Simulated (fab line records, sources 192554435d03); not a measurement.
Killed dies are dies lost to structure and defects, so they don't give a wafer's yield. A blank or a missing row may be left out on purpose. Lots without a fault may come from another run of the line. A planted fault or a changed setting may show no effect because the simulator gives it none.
Problem report in the 8D (eight disciplines) form, filled by code | flow n5_finfet | the parts of the form that need people (team, actions taken, sign-off) are left out

1. THE PROBLEM
bias_w at N5_HKMG_FIN_ETCH_58 reads a mean of 11.60 W on 6 wafers of 2 lots; wafers without a fault read 13.00 W with a standard deviation of 0.04. That is -35 standard deviations from the usual mean.
The step: etches SOC in N2/H2, target depth 215.8 nm, time 741 s.
First seen on wafer L932.2, day 6 12:03, on rie_diel-02. The record holds 27 wafers of 9 lots with a number at this step. Rule for "out", or "out of limits": more than 4 standard deviations from the usual mean. The other wafers with a number count as sound.

2. WHAT IT IS AND WHAT IT IS NOT
question                    | is                     | is not
which readings at this step | bias_w, rf_vpp_V       | drypump_motor_current_A, oes_product_au, showerhead_plenum_p_Torr, throttle_valve_pct
which lots                  | L932, L935             | L924, L925, L927, L928, L938, L939, L940
which wafers of those lots  | all that have a number | -
read on which tools         | rie_diel-02            | rie_diel-04, rie_diel-06
when                        | from day 6 12:03       | up to then (12 sound wafers); but 9 sound wafers of L938, L939, L940 came after

3. SUSPECTS, AND WHAT RULES EACH OUT
Counting: a tool at a process step up to the reading stays a suspect if it ran every lot that is out and no sound lot after the first of them.
- rie_diel-02 at N5_HKMG_FIN_ETCH_58 (etches SOC in N2/H2, target depth 215.8 nm, time 741 s): kept. It ran every lot that is out, first L932 (day 6 12:03), and no sound lot after that; its last sound lot up to then is L928 (day 5 06:29). Its own readings are out on those wafers: bias_w, rf_vpp_V.
Left after counting: rie_diel-02 at N5_HKMG_FIN_ETCH_58.

4. THE CAUSE (what the simulator had put in)
Process parameter drift: rie_diel-02, from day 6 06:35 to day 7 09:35, at N5_HKMG_FIN_ETCH_58. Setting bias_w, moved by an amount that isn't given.
Counting left only this tool.

5. THE CHAIN OF EFFECTS, in route order
Each row: a reading whose mean over the struck wafers that have a number lies more than 3 standard deviations from the usual. Only readings for which the record gives a usual standard deviation are gone through. hours: the time from each lot's start at the first step in this table that gives one to its start at this step, as a median over the lots. sigmas: the change in usual standard deviations.
hours | step                | reading  | usual   | on struck wafers | change | sigmas
0     | N5_HKMG_FIN_ETCH_58 | bias_w   | 13.00 W | 11.60            | -1.40  | -35
0     | N5_HKMG_FIN_ETCH_58 | rf_vpp_V | 99.1 V  | 91.8             | -7.3   | -8.8
The process steps in it:
- N5_HKMG_FIN_ETCH_58: etches SOC in N2/H2, target depth 215.8 nm, time 741 s.
Later measuring or inspecting steps at which every struck wafer that the step has a row for has a number for every such reading, and none has moved that far: N5_BEOL_M4_RC_MEAS_101.

6. WHAT WOULD HAVE CAUGHT IT SOONER
In this record the first reading out of limits was taken at day 6 12:03, 5 hours after the fault began at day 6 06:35.
